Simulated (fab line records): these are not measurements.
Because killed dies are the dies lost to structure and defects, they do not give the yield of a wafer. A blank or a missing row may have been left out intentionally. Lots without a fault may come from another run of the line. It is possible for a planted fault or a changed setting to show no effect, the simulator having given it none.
The tool behind it: which one? | flow nandHarc | 18 wafers from 6 lots sampled at 5 of the route's 1302 steps

## WHAT THE GAUGES READ, wafer by wafer
NHARC_END_SORT_01.
lot  | measured     | on        | killedAtArray
L590 | day 27 10:08 | prober-02 | 34 43 36
L593 | day 28 00:00 | prober-01 | 95 81 84

## WHICH TOOL RAN EACH LOT (tool, then ch and the chambers of the sampled wafers, then the start)
lot  | NHARC_A_STAIRCASE_ETCH_199                   | NHARC_A_STAIRCASE_TRIM_200                   | NHARC_A_STAIRCASE_STRIP_205         | NHARC_A_STAIRCASE_EXPOSE_214
L586 | rieDiel-13 ch 1,2,3, day 17 00:04 or earlier | rieDiel-13 ch 0,2,3, day 17 00:04 or earlier | plasmaAsher-01 ch 0,1, day 17 00:04 | krfScanner-01 ch 0, day 17 01:13
L588 | rieDiel-01 ch 1,2,3, day 17 12:36 or earlier | rieDiel-01 ch 1,2,3, day 17 12:36 or earlier | plasmaAsher-02 ch 0,1, day 17 12:36 | krfScanner-01 ch 0, day 17 13:44
L590 | rieDiel-01 ch 1,3, day 18 11:59 or earlier   | rieDiel-01 ch 0,1,3, day 18 11:59 or earlier | plasmaAsher-02 ch 0,1, day 18 11:59 | krfScanner-01 ch 0, day 18 13:05
L593 | rieDiel-06 ch 0,3, day 19 10:31 or earlier   | rieDiel-06 ch 1,2,3, day 19 10:31 or earlier | plasmaAsher-02 ch 0, day 19 10:31   | krfScanner-01 ch 0, day 19 11:37
L597 | rieDiel-06 ch 1,2,3, day 21 04:30 or earlier | rieDiel-06 ch 0,1,2, day 21 04:30 or earlier | plasmaAsher-02 ch 0,1, day 21 04:30 | krfScanner-02 ch 0, day 21 05:26
L607 | rieDiel-13 ch 0,3, day 26 00:49 or earlier   | rieDiel-13 ch 0,1,2, day 26 00:49 or earlier | plasmaAsher-02 ch 0,1, day 26 00:49 | krfScanner-02 ch 0, day 26 01:49
- NHARC_A_STAIRCASE_ETCH_199: etches the open film in C4F8/O2, target depth 100 nm, time 40.5 s.
- NHARC_A_STAIRCASE_TRIM_200: chemistry O2, time 211.2 s.
- NHARC_A_STAIRCASE_STRIP_205: strips in O2.
- NHARC_A_STAIRCASE_EXPOSE_214: exposes mask STAIR 3.

## THE ANSWER, worked out from the rows above alone
Rule: what is usual is taken from the lots themselves. The widest of any qualifying gaps counts: lots, ordered by their means at a reading, are off when they make up no more than a third of the lots, leave a main group of 4 or more, and stand apart from it by 3 or more times the standard deviation of that group's means. Not used: any main group whose means are identical at the precision the tables above print for the reading. Also off: a lot with no number at a reading for which 4 or more lots have one. All remaining lots with rows at the step are treated as sound.
No lot is off at any reading shown: from this, nothing can be told.

## WHAT THE SIMULATOR HAD PUT IN
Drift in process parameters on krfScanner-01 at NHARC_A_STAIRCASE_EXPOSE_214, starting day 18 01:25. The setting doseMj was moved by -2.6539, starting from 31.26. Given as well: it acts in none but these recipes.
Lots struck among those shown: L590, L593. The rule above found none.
